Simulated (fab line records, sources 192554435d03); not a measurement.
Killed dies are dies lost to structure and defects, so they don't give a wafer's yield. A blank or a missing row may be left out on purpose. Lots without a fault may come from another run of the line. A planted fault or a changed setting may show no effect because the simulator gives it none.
Split-lot experiment | flow n5_finfet | 7 lots, 21 wafers read, on a route of 1938 steps

THE SPLIT
At N5_BEOL_M8_DESCUM_33 (chemistry O2, time 7 s), the setting time_s was moved away from the recipe's 7 s on 11 of the 21 wafers read, by -15.3% to +12.9%. The other wafers ran this setting at the recipe's value.

FROM THE SPLIT TO THE READING: what the file shows between them, 1 step
- N5_BEOL_M8_ETCH_72: etches underlayer in N2/H2, target depth 6.5 nm, time 5.2 s

THE READING
CAR-EUV_of_BEOL_M8_COAT_22.thk_nm (the simulator's own value, which no gauge read), in nm, at N5_BEOL_M8_ETCH_65 (etches SiARC in CF4, target depth 15.6 nm, time 26 s). The file gives no usual value for it. The 10 wafers here that ran the recipe average 11.2 nm, standard deviation 0.12 nm.

wafer  | tool, chamber at the split | time_s as run, s | against the recipe | CAR-EUV_of_BEOL_M8_COAT_22.thk_nm, nm | against lot-mates on the recipe
L077.2 | rie_diel-03, 1             | 5.932            | -15.3%             | 11.8                                  | +0.6
L077.4 | rie_diel-03, 2             | 7                | recipe             | 11.2                                  | -
L077.6 | rie_diel-03, 1             | 5.932            | -15.3%             | 11.8                                  | +0.6
L081.2 | rie_diel-03, 3,1,2         | 7                | recipe             | 11.4                                  | -
L081.5 | rie_diel-03, 3,1,2         | 7                | recipe             | 11.2                                  | -
L081.6 | rie_diel-03, 3,1,2         | 7                | recipe             | 11.2                                  | -
L082.4 | rie_diel-03, 2,1           | 7                | recipe             | 11.4                                  | -
L082.5 | rie_diel-03, 0             | 7.904            | +12.9%             | 10.8                                  | -0.6
L082.6 | rie_diel-03, 2,1           | 7                | recipe             | 11.4                                  | -
L087.1 | rie_diel-01, 3             | 6.276            | -10.3%             | 11.6                                  | +0.5
L087.4 | rie_diel-01, 1,2           | 7                | recipe             | 11                                    | -
L087.6 | rie_diel-01, 1,2           | 7                | recipe             | 11.2                                  | -
L086.1 | rie_diel-03, 1,3           | 7                | recipe             | 11.2                                  | -
L086.3 | rie_diel-03, 2             | 6.037            | -13.8%             | 11.6                                  | +0.4
L086.6 | rie_diel-03, 1,3           | 7                | recipe             | 11.2                                  | -
L090.2 | rie_diel-01, 1,2           | 7.906            | +12.9%             | 10.6                                  | no lot-mate on the recipe
L090.3 | rie_diel-01, 1,2           | 7.906            | +12.9%             | 10.8                                  | no lot-mate on the recipe
L090.6 | rie_diel-01, 3             | 7.906            | +12.9%             | 10.8                                  | no lot-mate on the recipe
L095.1 | rie_diel-05, 0,2,0         | 6.308            | -9.9%              | 11.4                                  | no lot-mate on the recipe
L095.3 | rie_diel-05, 0,2,0         | 6.308            | -9.9%              | 11.4                                  | no lot-mate on the recipe
L095.4 | rie_diel-05, 0,2,0         | 6.308            | -9.9%              | 11.4                                  | no lot-mate on the recipe
Where a row lists several chambers, the file gives one row for several wafers and doesn't say which wafer went through which chamber.

THE FIT
A straight line over all 21 wafers: CAR-EUV_of_BEOL_M8_COAT_22.thk_nm changes by -0.033 nm for each +1% of time_s; r = -0.93; the points scatter about the line by 0.12 nm.
The same after taking each lot's own level away (the mean of its wafers on the recipe; 15 wafers): -0.0401 nm for each +1%; r = -0.97; scatter 0.079 nm.
On that fit, the largest move of time_s shifts the reading by 0.61 nm.
The lots' own levels span 11.10 to 11.40 nm, that is 2.5 times the standard deviation above.
So the lot-to-lot level changes the slope: the two fits differ.
Check: with one of the wafers moved furthest among these (-15.3%) left out of the fit, the line predicts +0.6 nm for it against its lot-mates. It came out at +0.6 nm against them.

OTHER SPLITS ON THESE WAFERS
These wafers also went through other splits before the reading. Each is held against what the fit with the lots' levels taken away leaves over:
other split on the same wafers   | wafers away from the commonest value | r with CAR-EUV_of_BEOL_M8_COAT_22.thk_nm (lot level and that fit taken away)
N5_BEOL_M7_VIA_ETCH_34 time_s    | 7                                    | +0.07
N5_BEOL_M7_TRENCH_ETCH_37 bias_w | 9                                    | -0.34

THE WHOLE CHAIN: every reading that the file lists as answering this split, in the file's order
step                 | what it does                                                | reading                                                                            | change (the file's fit)                | r (the file's)
N5_BEOL_M8_DESCUM_33 | chemistry O2, time 7 s                                      | CAR-EUV_of_BEOL_M8_COAT_22.thk_nm (the simulator's own value, which no gauge read) | -0.0377 nm for each +1% of the setting | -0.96
N5_BEOL_M8_ETCH_72   | etches underlayer in N2/H2, target depth 6.5 nm, time 5.2 s | CAR-EUV_of_BEOL_M8_COAT_22.thk_nm (the simulator's own value, which no gauge read) | -0.0451 nm for each +1% of the setting | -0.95
N5_BEOL_M8_ETCH_65   | etches SiARC in CF4, target depth 15.6 nm, time 26 s        | CAR-EUV_of_BEOL_M8_COAT_22.thk_nm (the simulator's own value, which no gauge read) | -0.0396 nm for each +1% of the setting | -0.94

THE FILE'S OWN FIT
CAR-EUV_of_BEOL_M8_COAT_22.thk_nm changes by -0.0396 nm for each +1% of time_s, r = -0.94.
